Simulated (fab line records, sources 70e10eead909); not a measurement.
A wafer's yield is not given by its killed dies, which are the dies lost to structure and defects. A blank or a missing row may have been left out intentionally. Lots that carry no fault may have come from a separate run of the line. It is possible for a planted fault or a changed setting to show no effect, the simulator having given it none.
Matching of chambers | flow nandHarc | 4 sister chambers for NHARC_A_STAIRCASE_DESCUM_312 on rieDiel-03
The step chemistry O2, time 3 s. 16 wafers are shown with their chamber, then 8 later ones without.

== WAFERS, EACH WITH ITS CHAMBER ==
wafer  | chamber | drypumpMotorCurrentA (A) | showerheadPlenumPTorr (Torr) | o2FlowSccm (sccm)
L074.1 | 3       | 6.0                      | 1.92                         | 200.5
L074.5 | 3       | 6.0                      | 1.92                         | 200.3
L074.6 | 2       | 6.2                      | 1.88                         | 200.8
L079.1 | 2       | 6.2                      | 1.88                         | 199.7
L079.2 | 3       | 6.0                      | 1.92                         | 199.5
L079.5 | 1       | 5.1                      | 1.89                         | 200.7
L080.2 | 3       | 6.0                      | 1.91                         | 200.1
L080.3 | 2       | 6.2                      | 1.88                         | 199.6
L080.5 | 2       | 6.3                      | 1.88                         | 199.6
L083.2 | 2       | 6.2                      | 1.88                         | 200.3
L083.4 | 0       | 6.4                      | 1.79                         | 200.6
L083.6 | 1       | 5.1                      | 1.89                         | 200.8
L089.3 | 2       | 6.2                      | 1.87                         | 199.7
L089.4 | 1       | 5.1                      | 1.88                         | 200.9
L089.5 | 3       | 6.0                      | 1.91                         | 200.3
L090.2 | 2       | 6.2                      | 1.87                         | 199.6

SIGNATURES (averages over the wafers above)
reading               | chamber 0 | chamber 1 | chamber 2 | chamber 3 | scatter within a chamber
drypumpMotorCurrentA  | 6.400     | 5.100     | 6.214     | 6.000     | 0.0267
showerheadPlenumPTorr | 1.7900    | 1.8867    | 1.8771    | 1.9160    | 0.00524
o2FlowSccm            | 200.600   | 200.800   | 199.900   | 200.140   | 0.401
Rule: a wafer lies at a distance from a chamber equal to the root of the sum of squares, over the readings, of (its reading less the chamber's mean, divided by the reading's scatter). If the next closest chamber is less than 2 further off than the closest, the wafer can't be placed; otherwise it belongs to the closest. The scatter is the square root of a quotient: the sum, over the shown wafers, of each reading's squared deviation from its chamber's mean, divided by wafers minus chambers.

== WAFERS WHOSE CHAMBER IS MISSING ==
wafer  | drypumpMotorCurrentA (A) | showerheadPlenumPTorr (Torr) | o2FlowSccm (sccm)
L090.3 | 6.0                      | 1.91                         | 201.4
L090.4 | 5.1                      | 1.88                         | 199.7
L091.2 | 5.1                      | 1.88                         | 198.4
L091.4 | 6.0                      | 1.90                         | 200.0
L091.6 | 5.1                      | 1.88                         | 198.9
L097.3 | 6.4                      | 1.77                         | 199.8
L097.4 | 5.1                      | 1.87                         | 199.9
L097.5 | 6.2                      | 1.86                         | 200.1

== WHICH CHAMBER EACH WENT THROUGH ==
wafer  | from the rows above | in truth
L090.3 | 3                   | 3
L090.4 | 1                   | 1
L091.2 | 1                   | 1
L091.4 | 3                   | 3
L091.6 | 1                   | 1
L097.3 | 0                   | 0
L097.4 | 1                   | 1
L097.5 | 2                   | 2
Correctly placed: 8 of 8. Not placeable from these rows: 0. 0 placed wrongly.
